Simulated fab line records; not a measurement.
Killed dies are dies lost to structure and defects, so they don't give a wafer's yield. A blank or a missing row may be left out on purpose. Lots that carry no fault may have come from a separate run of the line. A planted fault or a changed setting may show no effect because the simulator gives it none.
Matching of chambers :: flow n5 finfet :: N5_HKMG_FIN_CMP_23 on cmp-02: 4 sister chambers
The step polishes, stops on SiNx, t overpolish 10 s, target thk 46.326 nm. 8 wafers are shown with their chamber, then 9 later ones without.

EACH WAFER AND ITS CHAMBER
wafer: L085.3
chamber: 1
motor current A (A): 10.9
time to endpoint s (s): 10.6

wafer: L085.4
chamber: 2
motor current A (A): 12.9
time to endpoint s (s): 13.1

wafer: L093.3
chamber: 1
motor current A (A): 10.7
time to endpoint s (s): 11.6

wafer: L093.5
chamber: 0
motor current A (A): 11.5
time to endpoint s (s): 13.4

wafer: L093.6
chamber: 3
motor current A (A): 12.9
time to endpoint s (s): 12.5

wafer: L094.1
chamber: 3
motor current A (A): 12.9
time to endpoint s (s): 10.0

wafer: L094.3
chamber: 2
motor current A (A): 11.6
time to endpoint s (s): 10.1

wafer: L094.4
chamber: 0
motor current A (A): 11.7
time to endpoint s (s): 11.9

WAFERS WITHOUT THEIR CHAMBER
wafer: L094.2
motor current A (A): 11.2
time to endpoint s (s): 8.0

wafer: L094.5
motor current A (A): 12.2
time to endpoint s (s): 10.7

wafer: L094.6
motor current A (A): 12.7
time to endpoint s (s): 9.4

wafer: L096.4
motor current A (A): 12.1
time to endpoint s (s): 16.2

wafer: L096.5
motor current A (A): 12.8
time to endpoint s (s): 14.9

wafer: L096.6
motor current A (A): 10.8
time to endpoint s (s): 13.7

wafer: L097.1
motor current A (A): 11.0
time to endpoint s (s): 18.2

wafer: L097.2
motor current A (A): 12.4
time to endpoint s (s): 14.6

wafer: L097.6
motor current A (A): 11.2
time to endpoint s (s): 17.8

WHICH CHAMBER EACH ONE RAN IN
wafer: L094.2
from the rows above: can't be placed: 1 or 0 or 2 or 3
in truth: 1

wafer: L094.5
from the rows above: can't be placed: 2 or 3 or 0
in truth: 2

wafer: L094.6
from the rows above: can't be placed: 3 or 2 or 0
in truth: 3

wafer: L096.4
from the rows above: can't be placed: 0 or 2 or 3 or 1
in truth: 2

wafer: L096.5
from the rows above: can't be placed: 3 or 2 or 0
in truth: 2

wafer: L096.6
from the rows above: can't be placed: 1 or 0 or 2
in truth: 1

wafer: L097.1
from the rows above: can't be placed: 0 or 1 or 2
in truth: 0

wafer: L097.2
from the rows above: can't be placed: 2 or 0 or 3
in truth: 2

wafer: L097.6
from the rows above: can't be placed: 0 or 1 or 2
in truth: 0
Placed correctly: 0 of 9. Cannot be placed on the basis of these rows: 9; the candidates contain the true chamber in 9. 0 placed wrongly.
How it was worked out, from the rows above alone: a wafer's distance from a chamber is the root of the sum, over the readings, of the square of ((its reading less the chamber's mean) divided by the reading's scatter). The wafer belongs to the nearest chamber; if the next one is less than 2 further off, it can't be placed. The mean given for a chamber averages the wafers shown for that chamber. The scatter: take each reading less its chamber's mean, square it, sum over the shown wafers, divide by the number of wafers less the number of chambers, and take the root.
